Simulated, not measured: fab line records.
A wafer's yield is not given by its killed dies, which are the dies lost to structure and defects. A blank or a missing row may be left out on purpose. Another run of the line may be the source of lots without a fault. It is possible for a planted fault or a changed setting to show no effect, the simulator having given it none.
The tool behind it: which one?    flow n5Finfet    24 lots with 72 wafers sampled at 6 steps, on a route of 1938 steps

## WHAT THE GAUGES SHOWED, per wafer
N5_BEOL_M13_CD_MEAS_28: the cd target is 209.5 nm. Usual: cdNm at 208.7 nm, with a standard deviation of 1.7.
lot   measured      on        cdNm (nm)          flag
L074  day 11 09:49  cdSem-03  207.6 208.8 207.8  
L075  day 11 19:35  cdSem-01  208.3 207.6 208.9  
L077  day 12 04:42  cdSem-03  211.5 212.9 210.8  
L076  day 12 14:52  cdSem-03  207.8 208.1 207.5  
L079  day 12 18:57  cdSem-02  211.3 211.8 213.4  
L080  day 12 19:02  cdSem-01  207.7 206.8 208.1  
L081  day 12 19:28  cdSem-02  208.6 208.8 210.2  
L082  day 13 10:40  cdSem-02  208.9 208.7 206.9  
L078  day 13 16:43  cdSem-02  209.4 211.3 210.3  
L083  day 13 19:53  cdSem-03  208.5 210.2 210.1  
L084  day 14 01:36  cdSem-02  207.8 208.4 207.5  
L085  day 14 22:30  cdSem-02  208.3 209.3 212.0  
L086  day 14 22:44  cdSem-01  207.8 207.3 205.9  
L088  day 15 06:48  cdSem-03  208.7 207.9 208.6  
L087  day 15 13:51  cdSem-03  208.2 207.5 207.8  
L090  day 16 03:01  cdSem-02  207.1 207.4 206.0  
L089  day 16 08:34  cdSem-03  206.6 207.3 206.5  
L091  day 16 10:14  cdSem-02  208.9 210.0 210.6  
L092  day 16 19:43  cdSem-02  206.3 208.2 206.5  
L095  day 17 03:08  cdSem-02  208.7 208.7 209.8  
L094  day 17 03:50  cdSem-03  207.0 209.0 209.8  
L093  day 17 06:43  cdSem-03  209.7 210.1 208.6  
L096  day 17 13:23  cdSem-02  207.4 209.5 210.3  
L097  day 17 14:49  cdSem-01  211.9 208.8 210.2  

N5_BEOL_M14_OCD_MEAS_35. Usual: trenchDepthNm at 559 nm, with a standard deviation of 17.
lot   measured      on      trenchDepthNm (nm)  flag
L074  day 11 19:35  ocd-02  578 559 532         
L075  day 12 02:37  ocd-02  555 574 542         
L077  day 12 09:50  ocd-01  536 531 571         
L076  day 12 19:46  ocd-01  521 565 554         
L079  day 13 01:19  ocd-01  552 570 536         
L080  day 13 02:38  ocd-01  545 565 587         
L081  day 13 03:13  ocd-01  516 546 562         
L082  day 13 17:56  ocd-01  551 568 556         
L078  day 14 02:22  ocd-02  569 582 564         
L083  day 14 02:35  ocd-01  568 568 549         
L084  day 14 13:30  ocd-02  564 555 557         
L085  day 15 04:05  ocd-01  541 566 551         
L086  day 15 04:19  ocd-01  572 523 559         
L088  day 15 11:19  ocd-02  562 555 560         
L087  day 15 18:39  ocd-01  594 573 572         
L090  day 16 09:04  ocd-02  529 562 527         
L089  day 16 14:22  ocd-01  563 529 526         
L091  day 16 16:26  ocd-01  564 555 555         
L092  day 17 04:05  ocd-02  557 522 561         
L095  day 17 09:14  ocd-02  587 556 566         
L094  day 17 09:17  ocd-01  566 554 574         
L093  day 17 13:24  ocd-01  535 561 534         
L096  day 17 19:50  ocd-01  529 576 531         
L097  day 17 20:11  ocd-01  550 564 572         

## WHICH TOOL RAN EACH LOT (tool, then ch and the chambers of the sampled wafers, then the start)
lot   N5_BEOL_M13_DESCUM_33              N5_BEOL_M13_ETCH_68                N5_BEOL_M13_SPUTTER_43       N5_BEOL_M14_ETCH_59
L074  rieDiel-01 ch 0,2,3, day 11 10:31  rieDiel-01 ch 0,2,3, day 11 10:42  pvdSputter-02, day 11 16:01  rieDiel-05 ch 0,1,2, day 11 17:52
L075  rieDiel-03 ch 1,2,3, day 11 19:53  rieDiel-03 ch 1,2,3, day 11 20:04  pvdSputter-03, day 11 23:20  rieDiel-05 ch 0,1, day 12 01:11
L077  rieDiel-02 ch 0,1, day 12 04:50    rieDiel-02 ch 0,1, day 12 05:01    pvdSputter-01, day 12 06:11  rieDiel-04 ch 0,2, day 12 08:17
L076  rieDiel-02 ch 0,1,2, day 12 14:58  rieDiel-02 ch 0,1,2, day 12 15:09  pvdSputter-02, day 12 16:19  rieDiel-04 ch 1,2,3, day 12 18:18
L079  rieDiel-03 ch 1,3, day 12 19:10    rieDiel-03 ch 1,3, day 12 19:21    pvdSputter-03, day 12 21:43  rieDiel-05 ch 0,1, day 12 23:40
L080  rieDiel-02 ch 0,2,3, day 12 19:16  rieDiel-02 ch 0,2,3, day 12 19:27  pvdSputter-02, day 12 22:50  rieDiel-04 ch 0,1,3, day 13 01:01
L081  rieDiel-01 ch 2,3, day 12 19:34    rieDiel-01 ch 2,3, day 12 19:44    pvdSputter-01, day 12 23:20  rieDiel-04 ch 0,1,3, day 13 01:42
L082  rieDiel-01 ch 1,2,3, day 13 10:45  rieDiel-01 ch 1,2,3, day 13 10:56  pvdSputter-03, day 13 14:16  rieDiel-04 ch 0,2,3, day 13 16:19
L078  rieDiel-02 ch 1,2, day 13 16:48    rieDiel-02 ch 1,2, day 13 16:59    pvdSputter-01, day 13 21:50  rieDiel-06 ch 1,2,3, day 14 00:49
L083  rieDiel-03 ch 0,1,3, day 13 19:59  rieDiel-03 ch 0,1,3, day 13 20:15  pvdSputter-01, day 13 22:16  rieDiel-06 ch 1,2,3, day 14 01:11
L084  rieDiel-02 ch 0,2, day 14 02:56    rieDiel-02 ch 0,2, day 14 03:07    pvdSputter-03, day 14 06:53  rieDiel-06 ch 0,1, day 14 11:56
L085  rieDiel-02 ch 0,2,3, day 14 22:42  rieDiel-02 ch 0,2,3, day 14 22:53  pvdSputter-02, day 15 00:29  rieDiel-06 ch 0,1,3, day 15 02:32
L086  rieDiel-02 ch 0,2,3, day 14 23:21  rieDiel-02 ch 0,2,3, day 14 23:32  pvdSputter-02, day 15 00:59  rieDiel-04 ch 2,3, day 15 02:53
L088  rieDiel-03 ch 0,1,2, day 15 06:53  rieDiel-03 ch 0,1,2, day 15 07:04  pvdSputter-03, day 15 08:01  rieDiel-04 ch 1,2,3, day 15 09:52
L087  rieDiel-03 ch 0,1, day 15 13:57    rieDiel-03 ch 0,1, day 15 14:08    pvdSputter-01, day 15 14:58  rieDiel-05 ch 0,3, day 15 17:11
L090  rieDiel-02 ch 1,3, day 16 03:06    rieDiel-02 ch 1,3, day 16 03:17    pvdSputter-01, day 16 05:01  rieDiel-06 ch 1,2,3, day 16 07:17
L089  rieDiel-01 ch 0,1,3, day 16 08:39  rieDiel-01 ch 0,1,3, day 16 08:50  pvdSputter-01, day 16 11:02  rieDiel-04 ch 0,1,2, day 16 12:56
L091  rieDiel-01 ch 0,1,3, day 16 10:20  rieDiel-01 ch 0,1,3, day 16 10:31  pvdSputter-03, day 16 12:24  rieDiel-06 ch 0,2,3, day 16 14:25
L092  rieDiel-01 ch 0,1,2, day 16 19:49  rieDiel-01 ch 0,1,2, day 16 19:59  pvdSputter-02, day 17 00:25  rieDiel-05 ch 0,2,3, day 17 02:39
L095  rieDiel-01 ch 0,1,2, day 17 03:13  rieDiel-01 ch 0,1,2, day 17 03:24  pvdSputter-02, day 17 05:28  rieDiel-04 ch 0,1,2, day 17 07:21
L094  rieDiel-03 ch 1,3, day 17 03:59    rieDiel-03 ch 1,3, day 17 04:10    pvdSputter-02, day 17 05:52  rieDiel-04 ch 1,3, day 17 07:50
L093  rieDiel-01 ch 1,2, day 17 06:48    rieDiel-01 ch 1,2, day 17 06:59    pvdSputter-02, day 17 09:39  rieDiel-04 ch 1,2,3, day 17 11:29
L096  rieDiel-03 ch 0,3, day 17 13:28    rieDiel-03 ch 0,3, day 17 13:39    pvdSputter-02, day 17 16:08  rieDiel-06 ch 0,1,3, day 17 18:02
L097  rieDiel-03 ch 1,2, day 17 14:54    rieDiel-03 ch 1,2, day 17 15:05    pvdSputter-02, day 17 16:32  rieDiel-05 ch 0,1, day 17 18:31
- N5_BEOL_M13_DESCUM_33: chemistry O2, time 7.9 s.
- N5_BEOL_M13_ETCH_68: etches SOC in N2/H2, time 355 s.
- N5_BEOL_M13_SPUTTER_43: material TaN, target thk 15 nm, time 24.19 s.
- N5_BEOL_M14_ETCH_59: etches BARC in N2/H2, target depth 89 nm, overetch 26.7 nm, time 67.9 s.

## WHAT THE TOOLS THEMSELVES READ (means of the sampled wafers that have a number; where no wafer has one, the mark that the record gives instead)
N5_BEOL_M13_DESCUM_33. Usual: drypumpMotorCurrentA 6.0 A, standard deviation 0.39; oesProductAu 0.79 a.u., standard deviation 0.086; rfVppV 243.1 V, standard deviation 1.3; showerheadPlenumPTorr 2.08 Torr, standard deviation 0.063; throttleValvePct 20.41 %, standard deviation 0.28.
lot   tool        drypumpMotorCurrentA (A)  oesProductAu (a.u.)  rfVppV (V)  showerheadPlenumPTorr (Torr)  throttleValvePct (%)  flag
L074  rieDiel-01  6.0                       0.77                 243.2       2.10                          20.27                 
L075  rieDiel-03  6.3                       0.77                 242.4       2.09                          20.43                 
L077  rieDiel-02  6.4                       0.80                 242.6       2.09                          20.43                 
L076  rieDiel-02  6.0                       0.84                 243.4       2.12                          20.50                 
L079  rieDiel-03  6.0                       0.83                 243.6       2.07                          20.31                 
L080  rieDiel-02  6.0                       0.84                 244.5       2.10                          20.22                 
L081  rieDiel-01  5.9                       0.70                 243.8       2.08                          20.45                 
L082  rieDiel-01  6.0                       0.75                 242.9       2.08                          20.53                 
L078  rieDiel-02  5.7                       0.78                 242.7       2.07                          20.79                 
L083  rieDiel-03  5.8                       0.77                 243.1       2.10                          20.42                 
L084  rieDiel-02  6.3                       0.87                 244.4       2.15                          20.26                 
L085  rieDiel-02  6.1                       0.81                 244.0       2.10                          20.24                 
L086  rieDiel-02  6.0                       0.81                 243.3       2.10                          20.25                 
L088  rieDiel-03  5.9                       0.85                 242.7       2.07                          20.37                 
L087  rieDiel-03  5.4                       0.78                 242.6       2.07                          20.41                 
L090  rieDiel-02  5.8                       0.70                 241.5       1.99                          20.73                 
L089  rieDiel-01  6.0                       0.79                 243.3       2.05                          20.33                 
L091  rieDiel-01  6.0                       0.79                 242.6       2.05                          20.31                 
L092  rieDiel-01  6.1                       0.79                 243.5       2.09                          20.42                 
L095  rieDiel-01  6.1                       0.78                 243.2       2.09                          20.41                 
L094  rieDiel-03  6.1                       0.86                 242.7       2.06                          20.25                 
L093  rieDiel-01  6.1                       0.78                 242.2       2.07                          20.64                 
L096  rieDiel-03  5.6                       0.79                 243.3       2.11                          20.44                 
L097  rieDiel-03  6.1                       0.85                 241.9       2.04                          20.30                 

N5_BEOL_M13_ETCH_68. Usual: drypumpMotorCurrentA 6.0 A, standard deviation 0.39; oesProductAu 0.79 a.u., standard deviation 0.088; rfVppV 523.6 V, standard deviation 2.5; showerheadPlenumPTorr 2.52 Torr, standard deviation 0.081; throttleValvePct 17.71 %, standard deviation 0.25.
lot   tool        drypumpMotorCurrentA (A)  oesProductAu (a.u.)  rfVppV (V)  showerheadPlenumPTorr (Torr)  throttleValvePct (%)  flag
L074  rieDiel-01  6.0                       0.77                 525.7       2.56                          17.74                 
L075  rieDiel-03  6.3                       0.77                 524.8       2.53                          17.74                 
L077  rieDiel-02  6.4                       0.80                 522.7       2.51                          17.54                 
L076  rieDiel-02  6.0                       0.84                 523.8       2.56                          17.72                 
L079  rieDiel-03  6.0                       0.83                 524.3       2.52                          17.61                 
L080  rieDiel-02  6.0                       0.83                 525.2       2.57                          17.62                 
L081  rieDiel-01  5.9                       0.69                 524.3       2.55                          17.99                 
L082  rieDiel-01  6.0                       0.74                 524.4       2.53                          17.92                 
L078  rieDiel-02  5.7                       0.79                 522.9       2.50                          17.97                 
L083  rieDiel-03  5.8                       0.78                 524.2       2.54                          17.67                 
L084  rieDiel-02  6.4                       0.87                 526.2       2.62                          17.48                 
L085  rieDiel-02  6.1                       0.81                 524.3       2.56                          17.65                 
L086  rieDiel-02  6.1                       0.82                 524.0       2.56                          17.63                 
L088  rieDiel-03  5.9                       0.85                 522.8       2.49                          17.58                 
L087  rieDiel-03  5.5                       0.78                 523.6       2.50                          17.60                 
L090  rieDiel-02  5.8                       0.70                 520.3       2.40                          17.98                 
L089  rieDiel-01  6.1                       0.78                 522.3       2.51                          17.72                 
L091  rieDiel-01  6.1                       0.79                 524.2       2.51                          17.73                 
L092  rieDiel-01  6.1                       0.78                 525.2       2.54                          17.72                 
L095  rieDiel-01  6.1                       0.78                 524.2       2.53                          17.73                 
L094  rieDiel-03  6.0                       0.87                 523.0       2.51                          17.54                 
L093  rieDiel-01  6.1                       0.78                 523.8       2.51                          17.89                 
L096  rieDiel-03  5.7                       0.79                 524.7       2.54                          17.64                 
L097  rieDiel-03  6.1                       0.86                 522.0       2.47                          17.57                 

N5_BEOL_M13_SPUTTER_43. Usual: biasV 168.7 V, standard deviation 1.6; chamberPressurePa 0.11999 Pa, standard deviation 0.00024; throttleValvePct 30.2 %, standard deviation 0.97.
lot   tool           biasV (V)  chamberPressurePa (Pa)  throttleValvePct (%)  flag
L074  pvdSputter-02  170.4      0.11998                 30.5                  
L075  pvdSputter-03  169.0      0.12004                 30.4                  
L077  pvdSputter-01  168.8      0.11975                 29.7                  
L076  pvdSputter-02  168.1      0.12001                 29.9                  
L079  pvdSputter-03  168.4      0.11982                 30.2                  
L080  pvdSputter-02  170.2      0.11994                 30.5                  
L081  pvdSputter-01  166.6      0.11998                 29.7                  
L082  pvdSputter-03  168.9      0.12004                 30.4                  
L078  pvdSputter-01  168.3      0.12000                 30.2                  
L083  pvdSputter-01  167.9      0.12004                 30.3                  
L084  pvdSputter-03  169.3      0.11992                 30.9                  
L085  pvdSputter-02  169.0      0.12021                 30.5                  
L086  pvdSputter-02  169.2      0.11982                 30.3                  
L088  pvdSputter-03  169.4      0.11998                 30.1                  
L087  pvdSputter-01  167.9      0.11995                 30.1                  
L090  pvdSputter-01  170.0      0.11980                 30.7                  
L089  pvdSputter-01  168.9      0.12004                 30.1                  
L091  pvdSputter-03  168.5      0.12018                 29.8                  
L092  pvdSputter-02  168.0      0.12015                 30.4                  
L095  pvdSputter-02  168.9      0.12020                 29.7                  
L094  pvdSputter-02  167.7      0.12031                 30.5                  
L093  pvdSputter-02  165.9      0.12002                 30.3                  
L096  pvdSputter-02  169.8      0.11986                 30.4                  
L097  pvdSputter-02  169.7      0.11972                 30.7                  

N5_BEOL_M14_ETCH_59. Usual: drypumpMotorCurrentA 5.7 A, standard deviation 0.41; oesProductAu 0.72 a.u., standard deviation 0.054; rfVppV 524.8 V, standard deviation 1.9; showerheadPlenumPTorr 2.58 Torr, standard deviation 0.06; throttleValvePct 17.76 %, standard deviation 0.2.
lot   tool        drypumpMotorCurrentA (A)  oesProductAu (a.u.)  rfVppV (V)  showerheadPlenumPTorr (Torr)  throttleValvePct (%)  flag
L074  rieDiel-05  5.7                       0.70                 524.5       2.59                          17.86                 
L075  rieDiel-05  5.9                       0.72                 524.2       2.55                          17.66                 
L077  rieDiel-04  5.5                       0.73                 526.7       2.60                          17.74                 
L076  rieDiel-04  5.5                       0.76                 525.1       2.58                          17.84                 
L079  rieDiel-05  5.8                       0.72                 523.9       2.55                          17.67                 
L080  rieDiel-04  5.3                       0.78                 525.1       2.56                          17.77                 
L081  rieDiel-04  5.3                       0.78                 525.0       2.56                          17.77                 
L082  rieDiel-04  5.5                       0.72                 525.0       2.57                          17.76                 
L078  rieDiel-06  6.2                       0.73                 524.9       2.57                          17.53                 
L083  rieDiel-06  6.2                       0.73                 524.7       2.57                          17.53                 
L084  rieDiel-06  6.1                       0.78                 525.6       2.61                          17.46                 
L085  rieDiel-06  5.8                       0.75                 526.5       2.62                          17.54                 
L086  rieDiel-04  5.6                       0.68                 525.2       2.58                          17.84                 
L088  rieDiel-04  5.5                       0.72                 524.3       2.57                          17.88                 
L087  rieDiel-05  5.6                       0.74                 522.3       2.50                          17.97                 
L090  rieDiel-06  6.2                       0.71                 524.6       2.57                          17.56                 
L089  rieDiel-04  5.5                       0.70                 525.7       2.60                          17.88                 
L091  rieDiel-06  5.8                       0.73                 525.5       2.61                          17.59                 
L092  rieDiel-05  5.7                       0.70                 523.8       2.54                          18.03                 
L095  rieDiel-04  5.5                       0.69                 525.0       2.59                          17.89                 
L094  rieDiel-04  5.4                       0.73                 524.0       2.56                          17.94                 
L093  rieDiel-04  5.5                       0.70                 524.8       2.56                          17.92                 
L096  rieDiel-06  5.8                       0.72                 526.1       2.61                          17.58                 
L097  rieDiel-05  5.6                       0.68                 522.5       2.50                          17.91                 

## THE ANSWER, worked out from the rows above alone
Rule: take the mean of a lot's wafers that have a number; if it is more than 3 standard deviations from the usual mean, the lot is off. A lot without any number at a reading at which 4 lots or more have one is off too. Where the step has rows for the other lots, those lots are counted as sound. The gauges are gone through in route order, then the tools' own readings, and for those a lot's mean is taken as printed above. At the first step where some lot is off, the reading lying furthest off is the one used; lots without a number count as furthest.
No lot is off at any reading shown: from this, nothing can be told.

## WHAT THE SIMULATOR HAD INSERTED
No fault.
